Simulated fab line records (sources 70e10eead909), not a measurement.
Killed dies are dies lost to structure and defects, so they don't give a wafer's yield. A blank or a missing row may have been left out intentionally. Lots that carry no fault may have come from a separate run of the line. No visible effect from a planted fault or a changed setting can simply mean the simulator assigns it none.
The tool behind it: which one? -- flow nand_harc -- 10 lots with 30 wafers sampled at 6 steps, on a route of 1159 steps

## WHAT THE GAUGES READ, wafer by wafer
NHARC_P_M0_CD_MEAS_09: the cd target is 90 nm.
lot,measured,on,cd_nm (nm)
L445,day 5 23:07,cd_sem-03,89.8 90.4 90.3
L446,day 6 08:17,cd_sem-03,90.6 90.6 88.9
L447,day 6 08:47,cd_sem-01,89.9 90.4 90.6
L450,day 7 12:17,cd_sem-03,89.6 89.8 89.2
L453,day 7 18:33,cd_sem-01,90.9 91.6 90.7
L455,day 8 03:31,cd_sem-02,89.4 90.3 90.4
L458,day 9 00:02,cd_sem-02,89.8 90.6 90.4
L463,day 10 16:48,cd_sem-03,104.5 105.6 106.4 104.3 105.7 106.0
L466,day 11 05:44,cd_sem-02,102.9 102.8 102.8 103.2 102.8 102.6
L468,day 11 14:50,cd_sem-02,90.2 90.5 90.5

NHARC_END_SORT_01.
lot,measured,on,defect_limited_yield (%),killed_at_array,killed_at_other,killed_at_periphery,killed_dies,killed_open,killed_short,sort_bin_2_pct (%),sort_bin_3_pct (%),sort_bin_4_pct (%),sort_n_pass,sort_rim_yield_pct (%),sort_yield_pct (%)
L463,day 26 01:34,prober-02,95.0 95.7 94.4,32 29 37,0 0 1,2 0 0,34 29 38,2 2 6,5 1 1,1.8 1.0 1.5,0.74 0.30 0.30,2.5 3.0 3.8,643 648 639,99.1 95.3 95.3,95.0 95.7 94.4
L466,day 25 09:03,prober-01,95.1 97.2,27 16,2 0,4 3,33 19,5 6,2 0,1.3 1.2,0 0.30,3.5 1.3,644 658,97.2 95.3,95.1 97.2

## WHICH TOOL RAN EACH LOT (tool, then ch and the chambers of the sampled wafers, then the start)
lot,NHARC_P_CONTACT_CMP_01,NHARC_P_CONTACT_ETCH_35,NHARC_P_M0_PEB_07,NHARC_P_M0_DESCUM_14
L445,"cmp-02 ch 2,3, day 5 13:11","rie_diel-02 ch 1,3, day 5 14:17","litho_track-04 ch 0, day 5 23:02","rie_diel-01 ch 1,3, day 5 23:19"
L446,"cmp-04 ch 0,2, day 5 23:14","rie_diel-07 ch 0,1,3, day 6 00:11","litho_track-01 ch 0, day 6 08:12","rie_diel-05 ch 0,1, day 6 08:28"
L447,"cmp-01 ch 2,3, day 5 23:41","rie_diel-13 ch 0,1,3, day 6 00:46","litho_track-06 ch 0, day 6 08:43","rie_diel-01 ch 1,2, day 6 08:58"
L450,"cmp-01 ch 1,3, day 7 06:22","rie_diel-13 ch 0,1, day 7 07:19","litho_track-06 ch 0, day 7 12:13","rie_diel-05 ch 0,1,3, day 7 12:28"
L453,"cmp-04 ch 0,1,2, day 7 13:22","rie_diel-13 ch 0,1,2, day 7 14:30","litho_track-01 ch 0, day 7 18:28","rie_diel-05 ch 1,2,3, day 7 18:44"
L455,"cmp-04 ch 0,2, day 7 18:05","rie_diel-13 ch 0,1,2, day 7 19:10","litho_track-04 ch 0, day 8 03:26","rie_diel-01 ch 1,2,3, day 8 03:43"
L458,"cmp-02 ch 0,2,3, day 8 18:56","rie_diel-13 ch 0,1,2, day 8 20:01","litho_track-06 ch 0, day 8 23:58","rie_diel-05 ch 1,3, day 9 00:14"
L463,"cmp-01 ch 0,2, day 10 09:31","rie_diel-13 ch 0,2,3, day 10 10:36","litho_track-01 ch 0, day 10 16:43","rie_diel-05 ch 1,3, day 10 19:20"
L466,"cmp-01 ch 0,1,3, day 10 20:43","rie_diel-13 ch 0,2,3, day 10 21:49","litho_track-01 ch 0, day 11 05:40","rie_diel-01 ch 0,1,2, day 11 10:08"
L468,"cmp-01 ch 1,2,3, day 11 09:35","rie_diel-13 ch 0,2,3, day 11 10:30","litho_track-06 ch 0, day 11 14:44","rie_diel-01 ch 0,3, day 11 15:01"
- NHARC_P_CONTACT_CMP_01: polishes SiO2, target thk 200 nm.
- NHARC_P_CONTACT_ETCH_35: etches the open film in CF4, target depth 39 nm, time 65 s.
- NHARC_P_M0_PEB_07: peb time 65 s.
- NHARC_P_M0_DESCUM_14: chemistry O2, time 3 s.

## AS READ BY THE TOOLS THEMSELVES (means over the sampled wafers that have a number; for cases with no such wafer, the mark the record gives instead)
NHARC_P_CONTACT_CMP_01.
lot,tool,motor_current_A (A)
L445,cmp-02,12.6
L446,cmp-04,12.5
L447,cmp-01,12.0
L450,cmp-01,14.3
L453,cmp-04,12.6
L455,cmp-04,12.3
L458,cmp-02,12.8
L463,cmp-01,11.5
L466,cmp-01,13.6
L468,cmp-01,13.5

NHARC_P_CONTACT_ETCH_35.
lot,tool,bias_w (W),drypump_motor_current_A (A),mfc_ar_sccm (sccm),oes_product_au (a.u.),rf_vpp_V (V),showerhead_plenum_p_Torr (Torr),throttle_valve_pct (%)
L445,rie_diel-02,99.96,6.28,0.007,0.995,151.6,1.78,13.289
L446,rie_diel-07,99.93,5.87,0.001,1.017,151.6,1.83,13.297
L447,rie_diel-13,99.89,5.84,0.003,1.007,152.4,1.83,13.279
L450,rie_diel-13,99.70,5.69,0.000,0.996,151.4,1.82,13.288
L453,rie_diel-13,99.93,5.67,0.002,0.999,151.3,1.79,13.293
L455,rie_diel-13,100.11,5.71,0.002,1.006,151.1,1.79,13.271
L458,rie_diel-13,99.90,5.66,0.002,0.996,152.4,1.79,13.289
L463,rie_diel-13,99.97,5.84,0.005,0.999,152.1,1.79,13.272
L466,rie_diel-13,99.97,5.84,0.005,0.997,152.2,1.79,13.286
L468,rie_diel-13,99.88,5.83,0.005,1.004,151.5,1.79,13.287

NHARC_P_M0_PEB_07.
lot,tool,chill_plate_temp_C (C),heater_power_total_W (W),plate_temp_C (C)
L445,litho_track-04,22.90,156.5,99.95
L446,litho_track-01,23.05,157.0,100.09
L447,litho_track-06,22.95,156.5,99.91
L450,litho_track-06,22.84,156.7,100.08
L453,litho_track-01,23.00,156.4,100.09
L455,litho_track-04,23.08,156.7,100.02
L458,litho_track-06,22.87,156.9,100.02
L463,litho_track-01,22.93,166.5,104.60
L466,litho_track-01,22.95,166.6,104.73
L468,litho_track-06,23.06,156.8,100.02

NHARC_P_M0_DESCUM_14.
lot,tool,drypump_motor_current_A (A),mfc_ar_sccm (sccm),oes_product_au (a.u.),rf_vpp_V (V),showerhead_plenum_p_Torr (Torr),throttle_valve_pct (%)
L445,rie_diel-01,5.6,0.020,0.984,58.0,2.01,11.318
L446,rie_diel-05,6.0,0.019,0.997,58.7,1.96,11.313
L447,rie_diel-01,5.8,0.018,0.987,58.0,2.01,11.316
L450,rie_diel-05,5.8,0.022,0.991,58.5,1.95,11.309
L453,rie_diel-05,5.7,0.015,1.002,57.8,1.89,11.308
L455,rie_diel-01,5.6,0.021,0.983,58.2,2.01,11.300
L458,rie_diel-05,5.6,0.025,0.986,56.8,1.93,11.316
L463,rie_diel-05,5.6,0.025,0.979,58.3,1.93,11.308
L466,rie_diel-01,5.8,0.019,0.991,58.0,1.99,11.321
L468,rie_diel-01,5.4,0.023,0.998,58.1,1.97,11.313

## THE ANSWER, worked out from the rows above alone
Rule: usual is defined by the lots themselves. The widest of any qualifying gaps counts: lots, ordered by their means at a reading, are off when they make up no more than a third of the lots, leave a main group of 4 or more, and stand apart from it by 3 or more times the standard deviation of that group's means. A main group whose means are all the same, to the digits that the tables above print for the reading, isn't used. Also off: a lot with no number at a reading for which 4 or more lots have one. All remaining lots with rows at the step are treated as sound. The gauges are gone through in route order, then the tools' own readings, and for those a lot's mean is taken as printed above. At the first step where some lot is off, the reading lying furthest off is the one used; lots without a number count as furthest.
Off: L463, L466, at NHARC_P_M0_CD_MEAS_09 (cd_nm). The main group has a mean of 90.2 nm with a standard deviation of 0.4.
If a tool, at a process step before that reading, ran all the lots that are off and no sound lot after the first of them, it fits. Not tried: the gauges at NHARC_P_M0_CD_MEAS_09; whatever is off there is also off at NHARC_P_M0_PEB_07, on other tools, and gauge error can't account for it. One fits: litho_track-01 at NHARC_P_M0_PEB_07. A fault onset in the window from L453 (day 7 18:28, its last sound lot) to L463 (day 10 16:43, its first lot off) fits.
The tool's own readings at NHARC_P_M0_PEB_07 bear it out: on the lots that are off they differ by more than 5 times the standard deviation of the sound lots' means. heater_power_total_W reads 166.6 W there against 156.7 W on the sound lots; plate_temp_C reads 104.66 C there against 100.02 C on the sound lots.

## WHAT WAS PUT IN BY THE SIMULATOR
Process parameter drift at NHARC_P_M0_PEB_07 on litho_track-01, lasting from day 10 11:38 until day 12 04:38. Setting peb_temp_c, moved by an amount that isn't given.
Struck lots among those shown: L463, L466. The same result came from the rule above.
